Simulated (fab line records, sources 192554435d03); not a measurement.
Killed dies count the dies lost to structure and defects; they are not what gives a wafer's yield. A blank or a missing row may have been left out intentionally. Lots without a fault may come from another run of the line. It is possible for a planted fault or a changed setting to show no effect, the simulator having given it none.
Chamber matching -- flow n5 finfet -- N5_BEOL_M10_STRIP_19 on rie diel-06 has 4 sister chambers
The step strips in O2. 4 wafers are shown with their chamber, then 12 later ones without.

## WAFERS WITH THEIR CHAMBER
wafer,chamber,drypump motor current A (A)
L084.3,1,5.5
L090.4,2,5.6
L090.5,3,4.9
L090.6,0,5.2

## WAFERS MISSING THEIR CHAMBER
wafer,drypump motor current A (A)
L091.2,5.6
L091.4,5.2
L091.6,5.6
L094.1,4.9
L094.2,5.2
L094.6,5.5
L093.1,5.0
L093.2,5.2
L093.6,5.2
L095.2,5.2
L095.3,4.9
L095.6,5.2

## CHAMBER TAKEN BY EACH
wafer,from the rows above,in truth
L091.2,2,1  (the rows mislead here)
L091.4,0,0
L091.6,2,2
L094.1,3,3
L094.2,0,0
L094.6,1,1
L093.1,3,3
L093.2,0,0
L093.6,0,0
L095.2,0,0
L095.3,3,3
L095.6,0,0
11 of 12 placed correctly. Can't be placed from these rows: 0. 1 placed wrongly.
How it was worked out, from the rows above alone: a wafer's distance from a chamber is the root of the sum, over the readings, of the square of ((its reading less the chamber's mean) divided by the reading's scatter). The wafer belongs to the nearest chamber; if the next one is less than 2 further off, it can't be placed. For every chamber, the mean is computed from those of its wafers that are shown. The scatter: with one shown wafer a chamber, the root of the mean of the squares of how far each hidden wafer lies from its nearest shown one.
